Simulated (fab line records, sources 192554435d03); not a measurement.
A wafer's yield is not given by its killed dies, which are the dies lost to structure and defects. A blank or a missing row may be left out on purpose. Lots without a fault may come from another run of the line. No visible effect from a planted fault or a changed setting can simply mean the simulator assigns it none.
Which of the tools did it? ; flow n5-finfet ; 10 lots (30 wafers sampled), 1 step of a 1938-step route

== WHAT THE GAUGES READ, wafer by wafer ==
N5_BEOL_M6_OVL_MEAS_29.
lot;measured;on;V5_OVL (nm)
L311;day 8 22:15;overlay-01;0.1 -0.3 0.6
L313;day 9 14:14;overlay-01;-0.6 -0.5 0.4
L317;day 10 13:47;overlay-02;-0.2 -0.4 -1.2
L319;day 11 11:30;overlay-01;-0.4 0.0 0.0
L323;day 12 13:47;overlay-01;0.7 0.3 0.4
L321;day 12 16:07;overlay-01;0.2 0.6 -0.1
L322;day 12 16:34;overlay-01;-0.5 0.2 0.7
L327;day 13 17:13;overlay-02;-1.0 -2.0 -1.3
L331;day 14 04:57;overlay-02;-1.2 -0.4 -0.3
L332;day 15 00:51;overlay-01;0.2 -0.6 -0.4

== WHAT TOOL EACH LOT RAN ON (gives the tool, then ch and the chambers of the sampled wafers, and finally the start) ==
The record shows no process step preceding these readings.

== THE ANSWER, worked out from the rows above alone ==
Rule: the lots themselves supply what counts as usual. The widest of any qualifying gaps counts: lots, ordered by their means at a reading, are off when they make up no more than a third of the lots, leave a main group of 4 or more, and stand apart from it by 3 or more times the standard deviation of that group's means. If all means in a main group match to the digits the tables above print for the reading, that group is not used. Also off: a lot with no number at a reading for which 4 or more lots have one. All remaining lots with rows at the step are treated as sound.
No lot is off at any reading shown: from this, nothing can be told.

== WHAT THE SIMULATOR HAD INSERTED ==
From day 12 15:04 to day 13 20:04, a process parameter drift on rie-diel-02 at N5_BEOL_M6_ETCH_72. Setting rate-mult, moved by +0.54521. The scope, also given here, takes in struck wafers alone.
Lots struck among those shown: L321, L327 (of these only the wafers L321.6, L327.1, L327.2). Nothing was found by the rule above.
